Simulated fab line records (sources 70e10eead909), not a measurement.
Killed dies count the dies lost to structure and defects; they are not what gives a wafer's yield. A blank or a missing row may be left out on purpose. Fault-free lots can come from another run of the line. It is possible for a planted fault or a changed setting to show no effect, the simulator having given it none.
Matching of chambers / flow nand-harc / NHARC_A_WL_FILL_ALD_00 on ald-hk-04 has 4 sister chambers
The step deposits Al2O3, target thk 3 nm, pulse time 3 s, ald cycles 30. 4 wafers are shown with their chamber, then 7 later ones without.

EACH WAFER AND ITS CHAMBER
wafer=L083.6; chamber=3; heater-power-w (W)=485
wafer=L088.5; chamber=0; heater-power-w (W)=463
wafer=L081.2; chamber=2; heater-power-w (W)=459
wafer=L081.3; chamber=1; heater-power-w (W)=524

WAFERS WITHOUT THEIR CHAMBER
wafer=L081.4; heater-power-w (W)=494
wafer=L089.2; heater-power-w (W)=470
wafer=L089.3; heater-power-w (W)=475
wafer=L089.6; heater-power-w (W)=519
wafer=L090.1; heater-power-w (W)=505
wafer=L090.2; heater-power-w (W)=481
wafer=L090.5; heater-power-w (W)=474

WHICH CHAMBER EACH ONE RAN IN
wafer=L081.4; from the rows above=3; in truth=3
wafer=L089.2; from the rows above=can't be placed: 0 or 2 or 3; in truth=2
wafer=L089.3; from the rows above=can't be placed: 3 or 0 or 2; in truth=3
wafer=L089.6; from the rows above=1; in truth=1
wafer=L090.1; from the rows above=can't be placed: 1 or 3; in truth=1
wafer=L090.2; from the rows above=can't be placed: 3 or 0 or 2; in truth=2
wafer=L090.5; from the rows above=can't be placed: 0 or 3 or 2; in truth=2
2 of 7 placed correctly. Cannot be placed on the basis of these rows: 5; the candidates contain the true chamber in 5. 0 placed wrongly.
How it was worked out, from the rows above alone: a wafer's distance from a chamber is the root of the sum, over the readings, of the square of ((its reading less the chamber's mean) divided by the reading's scatter). The wafer belongs to the nearest chamber; if the next one is less than 2 further off, it can't be placed. Each chamber's mean is taken over the wafers shown for it. The scatter (one wafer shown for each chamber): square how far every hidden wafer sits from the nearest shown wafer, average those squares and take the square root.
